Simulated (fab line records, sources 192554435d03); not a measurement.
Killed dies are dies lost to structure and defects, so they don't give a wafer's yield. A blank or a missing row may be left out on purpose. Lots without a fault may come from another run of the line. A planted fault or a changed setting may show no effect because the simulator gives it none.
fab line records | flow n5_finfet
record lots=7 wafers=39
route steps=1938 shown WELL_APT@48 FIN_SAQP@115 FIN_CUT@176 DUMMY_GATE@214 SD_EPI_N@275 SD_EPI_P@321 BEOL_M4@1111
start_h: hours from the record's first day to the start of the lot's first wafer shown | wait_h: hours since the lot's step before | " the same as in the row above | L1.1+2: a row that stands for several wafers | - no value, or no start given | * or withheld: withheld | < > ~ a bound
route shown NAME@n: a module of which the file shows steps, and the number in the route of the first | usual: mean/standard deviation of fault-free wafers | same: alike in all rows | chamber/n: place in a boat | sites: the reading at each site | _std_site: their standard deviation | _edge_site: outer sites' mean less inner sites' | radius_mm: how far each site lies from the wafer's centre | mask NAME#n: copy n | behind: the tool/chamber that last shaped the wafer | hold: why the lot was held/for how many hours/how that ended | device: the transistor (n, p or np) that didn't switch | end of line: the same wafers' tests at the end of the route | a step without rows: its recipe alone | killed: dies lost to structure and defects at the first sort, not the wafer's yield | map: a wafer's dies, x killed, . not, _ none there
set.NAME: the setting as run; set.NAME@STEP: as run at that earlier step | model.NAME: the simulator's own value behind a step, which no gauge read
lots whose settings were changed on purpose; a table a step, a row a wafer
## steps
# step N5_WELL_APT_IMPLANT_32
# recipe species=BF2 energy_kev=50 dose_cm2=2e+13 tilt_deg=0 rotation_deg=0
# step N5_FIN_SAQP_ETCH_51
# recipe chemistry=CF4 target=SiARC target_depth_a=455 mask_material=CAR-ArF time_s=75.8 ion_energy_ev=80 pressure_mtorr=40 source_w=545 bias_w=36 Ar_flow_sccm=100 cf4_flow_sccm=100 ends=cleared
# step N5_FIN_CUT_CUT_ETCH_15
# recipe chemistry=HBr/Cl2/O2 target=Si target_depth_a=1000 bt_time_s=10 mask_material=SOC time_s=42.4 ion_energy_ev=* bias_w=* pressure_mtorr=10 icp_w=800 HBr_flow_sccm=150 Cl2_flow_sccm=80 O2_flow_sccm=12
# step N5_DUMMY_GATE_ALD_02
# recipe material=SiO2 target_thk_a=20 temp_c=300 ald_precursor_family=BDEAS ald_co_reactant=O2-plasma pulse_time_s=1 pressure_torr=2
# step N5_DUMMY_GATE_ETCH_31
# recipe chemistry=C4F6/O2 target=SiO2 mask_material=SOC target_depth_a=825 time_s=27.5 ion_energy_ev=250 pressure_mtorr=30 source_w=345 bias_w=185 Ar_flow_sccm=300 C4F6_flow_sccm=10 O2_flow_sccm=10
# step N5_DUMMY_GATE_ETCH_42
# recipe chemistry=CHF3/O2 target=SiO2 target_depth_a=35 time_s=31 ion_energy_ev=30 bias_w=12 pressure_mtorr=30 source_w=600 Ar_flow_sccm=200 CHF3_flow_sccm=50 O2_flow_sccm=5
# step N5_SD_EPI_N_ETCH_35
# recipe chemistry=N2/H2 target=SOC overetch_a=1080 mask_material=SiARC temp_c=40 ion_energy_ev=100 source_w=3000 bias_w=133 pressure_mtorr=20 time_s=486 n2_flow_sccm=200 h2_flow_sccm=200
# step N5_SD_EPI_P_EPI_21
# recipe material=SiGe:B dopant=B temp_c=550 pressure_torr=20 ambient=H2 time_s=355
# step N5_BEOL_M4_RC_MEAS_101
# usual CJ_N=4.32/0.087 RS_SD_P=65.7/0.99
# columns lot.wafer tool chamber start_h wait_h set.dose_cm2@WELL_APT_IMPLANT_32 set.cf4_flow_sccm@FIN_SAQP_ETCH_51 set.bias_w@FIN_CUT_CUT_ETCH_15 set.target_thk_a@DUMMY_GATE_ALD_02 set.target_depth_a@DUMMY_GATE_ETCH_31 set.bias_w@DUMMY_GATE_ETCH_42 set.source_w@SD_EPI_N_ETCH_35 set.epi_growth_time_s@SD_EPI_P_EPI_21 CJ_N RS_SD_P[ohm/sq]
L078.1 prober-02 0 206.78 0.0 1.732e+13 100 * 20 733.3 10.17 3000 323.4 3.99 69.7
L078.2 " 0 " " 2e+13 100 * 20.82 733.3 12 2850 323.4 4.17 68.9
L078.3 " 0 " " 1.732e+13 100 * 20.82 825 10.17 2850 355 4.01 66.2
L078.4 " 0 " " 2e+13 100 * 20.82 825 12 3000 355 4.30 65.0
L078.5 " 0 " " 1.732e+13 100 * 20 733.3 12 3000 355 4.02 65.8
L078.6 " 0 " " 2e+13 100 * 20 825 10.17 2850 323.4 4.31 70.7
L081.1 prober-01 0 222.46 0.0 2e+13 100 * 20 825 12 3000 355 4.31 64.9
L081.2 " 0 " " 2e+13 100 * 20 825 12 3000 355 4.43 64.2
L081.5 " 0 " " 2e+13 100 * 20 825 12 3000 355 4.34 66.0
L088.1 prober-01 0 259.88 0.0 2e+13 83.22 * 20 926.3 14.26 3000 355 4.32 64.3
L088.2 " 0 " " 2e+13 100 * 21.18 926.3 12 2798 355 4.18 64.2
L088.3 " 0 " " 1.876e+13 100 * 20 926.3 12 2798 342 4.04 67.6
L088.4 " 0 " " 1.876e+13 100 * 21.18 825 14.26 3000 342 4.10 67.4
L088.5 " 0 " " 1.876e+13 83.22 * 20 825 12 3000 355 4.22 64.9
L088.6 " 0 " " 2e+13 83.22 * 21.18 825 14.26 2798 342 4.13 67.2
L090.1 prober-01 0 277.53 0.0 2e+13 87.61 * 20 780.3 11.34 2549 341.9 4.26 66.2
L090.2 " 0 " " 1.766e+13 100 * 22.86 780.3 12 3000 341.9 4.07 66.4
L090.3 " 0 " " 1.766e+13 87.61 * 22.86 780.3 11.34 2549 355 4.12 64.3
L090.4 " 0 " " 2e+13 87.61 * 22.86 825 12 3000 355 4.34 65.4
L090.5 " 0 " " 1.766e+13 100 * 20 825 11.34 3000 355 4.07 63.6
L090.6 " 0 " " 2e+13 100 * 20 825 12 2549 341.9 4.32 65.9
L092.1 prober-02 0 296.26 0.0 1.643e+13 100 * 22.55 888.7 12 3000 330.9 3.86 68.1
L092.2 " 0 " " 2e+13 110.7 * 22.55 825 12 2809 330.9 4.12 67.7
L092.3 " 0 " " 2e+13 100 * 22.55 825 12 2809 355 4.16 63.5
L092.4 " 0 " " 1.643e+13 100 * 20 888.7 12 2809 355 3.91 63.6
L092.5 " 0 " " 2e+13 110.7 * 20 888.7 12 3000 355 4.20 65.4
L092.6 " 0 " " 1.643e+13 110.7 * 20 825 12 3000 330.9 3.79 67.7
L093.1 prober-01 0 302.18 0.0 2e+13 84.58 * 20 825 12 3538 355 4.40 66.5
L093.2 " 0 " " 2.354e+13 100 * 20 825 12 3000 387.1 4.91 62.3
L093.3 " 0 " " 2.354e+13 100 * 20 749.1 12.74 3538 387.1 4.96 63.1
L093.4 " 0 " " 2.354e+13 84.58 * 20 825 12.74 3538 387.1 4.85 62.0
L093.5 " 0 " " 2e+13 100 * 20 749.1 12.74 3000 355 4.51 67.4
L093.6 " 0 " " 2e+13 84.58 * 20 749.1 12 3000 355 4.41 67.2
L095.1 prober-01 0 304.10 0.0 2e+13 100 * 20 825 12 2497 332.3 4.47 69.6
L095.2 " 0 " " 2e+13 92.92 * 18.8 785.5 12 3000 332.3 4.47 69.7
L095.3 " 0 " " 2e+13 92.92 * 18.8 825 12.94 2497 355 4.54 66.7
L095.4 " 0 " " 2e+13 100 * 18.8 785.5 12.94 2497 355 4.47 66.3
L095.5 " 0 " " 2e+13 92.92 * 20 785.5 12 3000 355 4.43 65.9
L095.6 " 0 " " 2e+13 100 * 20 825 12.94 3000 332.3 4.47 69.5
## key
split step=N5_WELL_APT_IMPLANT_32 setting=dose_cm2 stated_as=2e+13
response step=N5_BEOL_M4_RC_MEAS_101 reading=CJ_N slope=+0.0196 per=1% together_with=all explained=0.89
split step=N5_FIN_SAQP_ETCH_51 setting=cf4_flow_sccm stated_as=100
response none clear
split step=N5_FIN_CUT_CUT_ETCH_15 setting=bias_w stated_as=*
response none clear
split step=N5_DUMMY_GATE_ALD_02 setting=target_thk_a stated_as=20
response none clear
split step=N5_DUMMY_GATE_ETCH_31 setting=target_depth_a stated_as=825
response none clear
split step=N5_DUMMY_GATE_ETCH_42 setting=bias_w stated_as=12
response none clear
split step=N5_SD_EPI_N_ETCH_35 setting=source_w stated_as=3000
response none clear
split step=N5_SD_EPI_P_EPI_21 setting=epi_growth_time_s stated_as=355
response step=N5_BEOL_M4_RC_MEAS_101 reading=RS_SD_P slope=-0.503 per=1% together_with=all explained=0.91
